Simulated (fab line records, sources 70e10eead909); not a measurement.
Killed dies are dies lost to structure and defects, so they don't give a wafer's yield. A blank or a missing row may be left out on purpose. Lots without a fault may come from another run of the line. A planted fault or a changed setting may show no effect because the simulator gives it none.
Which tool did it? | flow nand_harc | 11 lots, 33 wafers sampled, at 6 steps of a route of 1159

WHAT THE GAUGES READ, wafer by wafer
NHARC_A_SGD_CUT_THK_MEAS_22: measures by ellipsometry. Usual: thk_nm 148.2 nm, standard deviation 1.5.
lot  | measured     | on            | thk_nm (nm)                         | flag
L339 | day 14 14:35 | film_metro-01 | 145.5 145.4 146.4                   |
L340 | day 14 14:35 | film_metro-02 | 149.5 150.4 149.0                   |
L341 | day 15 20:04 | film_metro-01 | 147.9 146.5 144.6                   |
L343 | day 16 01:07 | film_metro-02 | 147.2 145.6 147.6                   |
L345 | day 16 14:34 | film_metro-02 | 149.6 147.2 148.9                   |
L348 | day 18 08:56 | film_metro-02 | 105.9 104.5 148.8 103.6 102.3 146.0 | OFF
L349 | day 18 09:05 | film_metro-01 | 147.5 145.6 147.1                   |
L355 | day 18 09:05 | film_metro-02 | 147.8 147.3 147.9                   |
L353 | day 19 00:38 | film_metro-01 | 104.9 148.1 102.9 103.1 149.9 105.9 | OFF
L358 | day 19 23:02 | film_metro-02 | 147.7 147.1 146.8                   |
L357 | day 19 23:02 | film_metro-01 | 149.9 150.1 149.7                   |

WHICH TOOL RAN EACH LOT (tool, then ch and the chambers of the sampled wafers, then the start)
lot  | NHARC_A_SGD_CUT_DESCUM_14          | NHARC_A_SGD_CUT_ETCH_16                       | NHARC_A_SGD_CUT_STRIP_17                      | NHARC_A_SGD_CUT_DEP_20       | NHARC_A_SGD_CUT_CMP_21
L339 | rie_diel-04 ch 0,2, day 14 08:40   | rie_diel-04 ch 0,2, day 14 09:48 or earlier   | rie_diel-04 ch 0,1, day 14 09:48 or earlier   | fcvd-02 ch 0,1, day 14 09:48 | cmp-02 ch 0,1,3, day 14 14:20
L340 | rie_diel-02 ch 2,3, day 14 10:08   | rie_diel-02 ch 0,1,3, day 14 11:25 or earlier | rie_diel-02 ch 0,1,3, day 14 11:25 or earlier | fcvd-01 ch 0,1, day 14 11:25 | cmp-04 ch 1,2,3, day 14 14:20
L341 | rie_diel-04 ch 0,1,3, day 15 13:58 | rie_diel-04 ch 0,1,2, day 15 15:06 or earlier | rie_diel-04 ch 0,2,3, day 15 15:06 or earlier | fcvd-01 ch 0,1, day 15 15:06 | cmp-02 ch 1,2,3, day 15 19:50
L343 | rie_diel-01 ch 1,3, day 15 18:24   | rie_diel-01 ch 0,1,2, day 15 19:36 or earlier | rie_diel-01 ch 0,1,3, day 15 19:36 or earlier | fcvd-02 ch 0,1, day 15 19:36 | cmp-02 ch 1,2, day 16 00:52
L345 | rie_diel-02 ch 0,2,3, day 16 09:24 | rie_diel-02 ch 0,1,2, day 16 10:31 or earlier | rie_diel-02 ch 0,1,3, day 16 10:31 or earlier | fcvd-02 ch 0,1, day 16 10:31 | cmp-04 ch 1,2,3, day 16 14:20
L348 | rie_diel-02 ch 0,2,3, day 17 21:08 | rie_diel-02 ch 1,2, day 17 22:14 or earlier   | rie_diel-02 ch 0,3, day 17 22:14 or earlier   | fcvd-01 ch 0,1, day 17 22:14 | cmp-03 ch 1,2,3, day 18 08:43
L349 | rie_diel-01 ch 0,2,3, day 17 21:16 | rie_diel-01 ch 0,3, day 17 22:26 or earlier   | rie_diel-01 ch 1,2, day 17 22:26 or earlier   | fcvd-02 ch 0,1, day 17 22:26 | cmp-02 ch 1,3, day 18 08:51
L355 | rie_diel-04 ch 0,2,3, day 18 05:40 | rie_diel-04 ch 0,1,3, day 18 06:47 or earlier | rie_diel-04 ch 0,2,3, day 18 06:47 or earlier | fcvd-02 ch 0,1, day 18 06:47 | cmp-04 ch 0,1,3, day 18 08:50
L353 | rie_diel-02 ch 0,1,3, day 18 17:43 | rie_diel-02 ch 1,2,3, day 18 18:52 or earlier | rie_diel-02 ch 0,1,2, day 18 18:52 or earlier | fcvd-01 ch 0,1, day 18 18:52 | cmp-02 ch 0,1,3, day 19 00:23
L358 | rie_diel-04 ch 0,2,3, day 19 16:04 | rie_diel-04 ch 0,1,3, day 19 17:11 or earlier | rie_diel-04 ch 0,1,2, day 19 17:11 or earlier | fcvd-02 ch 0,1, day 19 17:11 | cmp-04 ch 0,2,3, day 19 22:48
L357 | rie_diel-02 ch 0,3, day 19 16:25   | rie_diel-02 ch 0,1,2, day 19 17:35 or earlier | rie_diel-02 ch 0,1, day 19 17:35 or earlier   | fcvd-02 ch 0,1, day 19 17:35 | cmp-03 ch 0,2, day 19 22:49
- NHARC_A_SGD_CUT_DESCUM_14: chemistry O2, time 3 s.
- NHARC_A_SGD_CUT_ETCH_16: etches the open film in C4F8/O2/Ar, target depth 310.5 nm, time 155.2 s.
- NHARC_A_SGD_CUT_STRIP_17: strips in O2.
- NHARC_A_SGD_CUT_DEP_20: deposits SiO2, target thk 150 nm.
- NHARC_A_SGD_CUT_CMP_21: polishes, target thk 148.19 nm.

WHAT THE TOOLS THEMSELVES READ (means of the sampled wafers that have a number; where no wafer has one, the mark that the record gives instead)
NHARC_A_SGD_CUT_DESCUM_14. Usual: drypump_motor_current_A 5.7 A, standard deviation 0.4; oes_product_au 1.004 a.u., standard deviation 0.0091; rf_vpp_V 57.8 V, standard deviation 0.9; showerhead_plenum_p_Torr 1.93 Torr, standard deviation 0.09; throttle_valve_pct 11.311 %, standard deviation 0.0092.
lot  | tool        | drypump_motor_current_A (A) | oes_product_au (a.u.) | rf_vpp_V (V) | showerhead_plenum_p_Torr (Torr) | throttle_valve_pct (%) | flag
L339 | rie_diel-04 | 5.7                         | 1.004                 | 58.3         | 2.05                            | 11.313                 |
L340 | rie_diel-02 | 5.9                         | 1.006                 | 58.5         | 1.81                            | 11.312                 |
L341 | rie_diel-04 | 5.7                         | 1.008                 | 57.9         | 1.99                            | 11.310                 |
L343 | rie_diel-01 | 5.5                         | 1.010                 | 57.6         | 1.85                            | 11.319                 |
L345 | rie_diel-02 | 5.7                         | 0.998                 | 57.9         | 1.87                            | 11.315                 |
L348 | rie_diel-02 | 5.7                         | 1.012                 | 57.0         | 1.86                            | 11.302                 |
L349 | rie_diel-01 | 5.7                         | 1.004                 | 57.3         | 1.89                            | 11.306                 |
L355 | rie_diel-04 | 5.9                         | 0.997                 | 57.6         | 1.99                            | 11.317                 |
L353 | rie_diel-02 | 5.9                         | 1.000                 | 57.1         | 1.83                            | 11.323                 |
L358 | rie_diel-04 | 5.9                         | 1.005                 | 58.5         | 1.99                            | 11.319                 |
L357 | rie_diel-02 | 6.0                         | 1.005                 | 57.1         | 1.82                            | 11.312                 |

NHARC_A_SGD_CUT_ETCH_16. Usual: oes_product_au 0.978 a.u., standard deviation 0.014; rf_vpp_V 724 V, standard deviation 4.6.
lot  | tool        | oes_product_au (a.u.) | rf_vpp_V (V) | flag
L339 | rie_diel-04 | 0.986                 | 730          |
L340 | rie_diel-02 | 0.962                 | 718          |
L341 | rie_diel-04 | 0.947                 | 731          |
L343 | rie_diel-01 | 0.974                 | 725          |
L345 | rie_diel-02 | 0.959                 | 721          |
L348 | rie_diel-02 | 0.985                 | 719          |
L349 | rie_diel-01 | 0.973                 | 721          |
L355 | rie_diel-04 | 0.981                 | 728          |
L353 | rie_diel-02 | 0.970                 | 718          |
L358 | rie_diel-04 | 0.990                 | 726          |
L357 | rie_diel-02 | 0.992                 | 721          |

NHARC_A_SGD_CUT_STRIP_17. Usual: drypump_motor_current_A 5.7 A, standard deviation 0.4; oes_product_au 1.004 a.u., standard deviation 0.009; rf_vpp_V 58.0 V, standard deviation 0.87; showerhead_plenum_p_Torr 3.56 Torr, standard deviation 0.15; throttle_valve_pct 17.037 %, standard deviation 0.0091.
lot  | tool        | drypump_motor_current_A (A) | oes_product_au (a.u.) | rf_vpp_V (V) | showerhead_plenum_p_Torr (Torr) | throttle_valve_pct (%) | flag
L339 | rie_diel-04 | 5.4                         | 0.993                 | 58.4         | 3.74                            | 17.034                 |
L340 | rie_diel-02 | 5.9                         | 1.000                 | 58.0         | 3.40                            | 17.040                 |
L341 | rie_diel-04 | 5.9                         | 1.001                 | 58.4         | 3.67                            | 17.037                 |
L343 | rie_diel-01 | 5.9                         | 1.005                 | 59.0         | 3.49                            | 17.035                 |
L345 | rie_diel-02 | 5.9                         | 1.002                 | 57.5         | 3.40                            | 17.034                 |
L348 | rie_diel-02 | 6.0                         | 1.004                 | 57.3         | 3.38                            | 17.044                 |
L349 | rie_diel-01 | 5.3                         | 1.010                 | 58.6         | 3.58                            | 17.028                 |
L355 | rie_diel-04 | 5.9                         | 0.999                 | 58.4         | 3.67                            | 17.036                 |
L353 | rie_diel-02 | 5.6                         | 1.001                 | 57.6         | 3.45                            | 17.046                 |
L358 | rie_diel-04 | 5.6                         | 1.002                 | 58.3         | 3.75                            | 17.039                 |
L357 | rie_diel-02 | 5.9                         | 0.998                 | 58.1         | 3.40                            | 17.041                 |

NHARC_A_SGD_CUT_CMP_21. Usual: motor_current_A 11.9 A, standard deviation 1.4; time_to_endpoint_s 50 s, standard deviation 4.
lot  | tool   | motor_current_A (A) | time_to_endpoint_s (s) | flag
L339 | cmp-02 | 12.3                | 48                     |
L340 | cmp-04 | 12.4                | 56                     |
L341 | cmp-02 | 11.2                | 48                     |
L343 | cmp-02 | 12.8                | 45                     |
L345 | cmp-04 | 12.7                | 57                     |
L348 | cmp-03 | 11.3                | 40                     |
L349 | cmp-02 | 10.4                | 46                     |
L355 | cmp-04 | 11.9                | 55                     |
L353 | cmp-02 | 12.5                | 35                     | OFF
L358 | cmp-04 | 12.5                | 48                     |
L357 | cmp-03 | 10.7                | 53                     |

THE ANSWER, worked out from the rows above alone
Rule: a lot is off if the mean of its wafers that have a number lies more than 3 standard deviations from the usual mean. A lot without any number at a reading at which 4 lots or more have one is off too. The other lots that the step has rows for count as sound. The gauges are gone through in route order, then the tools' own readings, and for those a lot's mean is taken as printed above. The first step at which some lot is off is used, and at that step the reading that is off furthest; a lot without a number counts as furthest.
Off: L348, L353, at NHARC_A_SGD_CUT_THK_MEAS_22 (thk_nm).
A tool fits if, at a process step before that reading, it ran every lot that is off, and no sound lot after the first of them. The gauges at NHARC_A_SGD_CUT_THK_MEAS_22 are tried like those tools. NHARC_A_SGD_CUT_ETCH_16 gives no start for some lots, so the hours and the order of its lots are those of NHARC_A_SGD_CUT_DEP_20. NHARC_A_SGD_CUT_STRIP_17 gives no start for some lots, so the hours and the order of its lots are those of NHARC_A_SGD_CUT_DEP_20. One fits: fcvd-01 at NHARC_A_SGD_CUT_DEP_20. Its last sound lot is L341 (day 15 15:06), its first lot that is off L348 (day 17 22:14): a fault that began between those two fits.

WHAT THE SIMULATOR HAD PUT IN
Process parameter drift: fcvd-01, from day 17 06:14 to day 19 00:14, at NHARC_A_SGD_CUT_DEP_20. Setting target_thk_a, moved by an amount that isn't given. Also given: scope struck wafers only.
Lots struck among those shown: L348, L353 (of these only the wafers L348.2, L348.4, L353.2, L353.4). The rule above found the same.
